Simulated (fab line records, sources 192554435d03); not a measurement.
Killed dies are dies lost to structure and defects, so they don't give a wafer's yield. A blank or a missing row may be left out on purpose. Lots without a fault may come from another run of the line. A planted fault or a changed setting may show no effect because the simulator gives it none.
A struck lot beside a sound one | flow n5_finfet | 37 steps out of a route of 1938
Sound: wafers L546.1, L546.2, L546.4. Struck: wafers L557.2, L557.3, L557.6. The cause comes at the end.
At each step with rows: each side's tool, then ch and its chambers, then its first start. Under that, the readings that differ: sound wafers | struck wafers | difference of the means | sigmas: that difference in standard deviations of wafers without a fault.
alike: readings whose means differ by less than 2 such deviations, and words and numbers that are the same on both sides. not compared: withheld readings, readings that some wafer has no value for, bounds like >300 that may hide the same value, and numbers for which the record gives no deviation and whose values overlap.
The two part at a step that has a row with sigmas, a row that says differs or no value, or rows on one side only. Numbers that don't overlap but have no deviation are shown without sigmas and don't part them. A reading that every wafer of one side lacks parts them only if that side has two wafers or more.

first, 10 steps without rows for these wafers: N5_FIN_SAQP_PRECLEAN_42 (cleans in O3/DIW, time 60 s); N5_FIN_SAQP_PRECLEAN_00 (cleans in SC1, time 60 s); N5_FIN_SAQP_PRECLEAN_44 (cleans in SC2, time 45 s); N5_FIN_SAQP_SRD_01 (time 30 s); N5_FIN_SAQP_ALD_61 (deposits SiO2, target thk 4 nm, pulse time 1 s, purge time 2 s); N5_FIN_SAQP_DENSIFY_62 (time 60 s); N5_FIN_SAQP_HM_DEP_03 (deposits SiNx from SiH4/NH3/N2, target thk 38 nm, time 33.6 s); N5_FIN_SAQP_PECVD_47 (deposits a-Si from SiH4/He, target thk 45 nm, time 36.3 s); N5_FIN_SAQP_PECVD_48 (deposits SiNx from SiH4/NH3/N2, target thk 25 nm, time 22.1 s); N5_FIN_SAQP_PECVD_06 (deposits a-Si from SiH4/He, target thk 60 nm, time 48.1 s).
N5_FIN_SAQP_HM_DEP_72: deposits SiO2 from SiH4/N2O, target thk 12 nm, time 7.2 s.
  sound on pecvd-02 ch 0,1,2, day 2 09:51; struck on pecvd-04 ch 0,1,2, day 5 03:43
  no value came back on the struck wafers for chamber_pressure_Torr (Torr), heater_power_outer_w (W), heater_power_w (W), showerhead_plenum_p_Torr (Torr); on the sound wafers chamber_pressure_Torr (Torr) reads 0.7523 0.7513 0.7495
then, 12 steps without rows for these wafers: N5_FIN_SAQP_COAT_49 (time 60 s, resist thk 100 nm); N5_FIN_SAQP_COAT_50 (time 60 s, resist thk 35 nm); N5_FIN_SAQP_COAT_10 (resist thk 90 nm); N5_FIN_SAQP_EBR_12; N5_FIN_SAQP_SOFTBAKE_11 (time 60 s); N5_FIN_SAQP_EXPOSE_13 (exposes mask FIN CORE, target cd 35.6 nm); N5_FIN_SAQP_PEB_14 (peb time 60 s); N5_FIN_SAQP_DEVELOP_15 (develop time 30 s); N5_FIN_SAQP_DESCUM_21 (chemistry O2, time 7.9 s); N5_FIN_SAQP_ETCH_51 (etches SiARC in CF4, target depth 45.5 nm, time 75.8 s); N5_FIN_SAQP_ETCH_52 (etches SOC in N2/H2, target depth 100 nm, overetch 20 nm, time 150 s); N5_FIN_SAQP_STRIP_53 (strips in N2/H2).
N5_FIN_SAQP_HM_OPEN_73: chemistry CHF3/O2, target SiO2, stops on a-Si, target depth 12 nm, time 16.8 s.
  sound on rie_diel-02 ch 0,1,2, day 2 10:35; struck on rie_diel-02 ch 0,1,3, day 5 04:32
  reading                  | sound           | struck         | difference | sigmas
  oes_product_au (a.u.)    | 0.45 0.48 0.42  | 0.27 0.30 0.30 | -0.16      | -4
  model.etch.depth_nm (nm) | 11.8 11.7 12.02 | 0 0 0          | -12        |
  alike: bias_w, drypump_motor_current_A, rf_vpp_V, showerhead_plenum_p_Torr, throttle_valve_pct
  not compared: rf_hours_counter_h
then, 9 steps without rows for these wafers: N5_FIN_SAQP_STRIP_74 (strips in CHF3/O2); N5_FIN_SAQP_MANDREL_ETCH_22 (etches a-Si in HBr/Cl2, stops on SiNx, target depth 60 nm, bt time 10 s, time 30 s); N5_FIN_SAQP_STRIP_55 (strips in N2/H2); N5_FIN_SAQP_STRIP_23 (strips in SPM, time 750 s); N5_FIN_SAQP_SRD_66 (time 30 s); N5_FIN_SAQP_RECESS_75 (chemistry HF/NH3, target SiO2, target depth 14.4 nm, afs cycles 3, sublimation time 60 s); N5_FIN_SAQP_SPACER1_ALD_24 (deposits SiO2, target thk 20.3 nm, pulse time 1 s, purge time 2 s); N5_FIN_SAQP_SPACER1_ETCHBACK_25 (etches SiO2 in CHF3/O2, target depth 24.4 nm, time 12.2 s); N5_FIN_SAQP_MANDREL1_REMOVE_56 (chemistry HBr/Cl2/O2, target a-Si, stops on SiNx, bt time 10 s).
N5_FIN_SAQP_CD_MEAS_27: target cd 20 nm.
  sound on cd_sem-01 ch 0, day 2 12:25; struck on cd_sem-03 ch 0, day 5 06:26
  reading    | sound             | struck | difference                    | sigmas
  cd_nm (nm) | 20.41 20.05 20.49 | - - -  | no value on the struck wafers |
then, 1 step without rows for these wafers: N5_FIN_SAQP_ETCH_57 (etches SiNx in CH3F/O2, target depth 32.5 nm, time 46.4 s).
N5_BEOL_M4_RC_MEAS_101:
  the record has rows for the sound wafers here (prober-02 ch 0, day 8 20:29) and none for the struck ones
-- the record jumps here: 12 days lie between the struck wafers' starts before and after (it left off in module BEOL_M4 and takes up again in module PASSIVATION, whose first step shown is number 1936 of the route) --
N5_PASSIVATION_PROBE_49:
  sound on prober-02, day 13 09:58; struck on prober-01, day 17 04:22
  reading                  | sound          | struck         | difference | sigmas
  defect_limited_yield (%) | 90.8 88.2 93.9 | 0 0 0          | -91        | -61
  killed_at_M0_to_M3       | 44 33 20       | 8 4 6          | -26        | -3
  killed_at_front_end      | 40 72 38       | 1168 1176 1169 | +1121      | +99 or more
  killed_dies              | 109 139 72     | 1180 1180 1180 | +1073      | +60
  killed_on_rim            | 19 15 12       | 152 152 152    | +137       | +35
  killed_open              | 82 84 40       | 9 9 11         | -59        | -4
  killed_short             | 25 53 31       | 6 2 4          | -32        | -4
  sort_bin_5_function (%)  | 5.2 6.5 3.0    | 73.7 71.7 73.3 | +68.0      | +68
  sort_n_pass              | 1071 1041 1108 | 0 0 0          | -1073      | -60
  sort_yield_pct (%)       | 90.8 88.2 93.9 | 0 0 0          | -91        | -61
  alike: killed_at_M4_up, killed_at_contacts, killed_at_other, sort_bin_6_memory

WHERE THEY PART
First at N5_FIN_SAQP_HM_DEP_72; last, within this record, at N5_PASSIVATION_PROBE_49.

WHY: what the simulator had put in
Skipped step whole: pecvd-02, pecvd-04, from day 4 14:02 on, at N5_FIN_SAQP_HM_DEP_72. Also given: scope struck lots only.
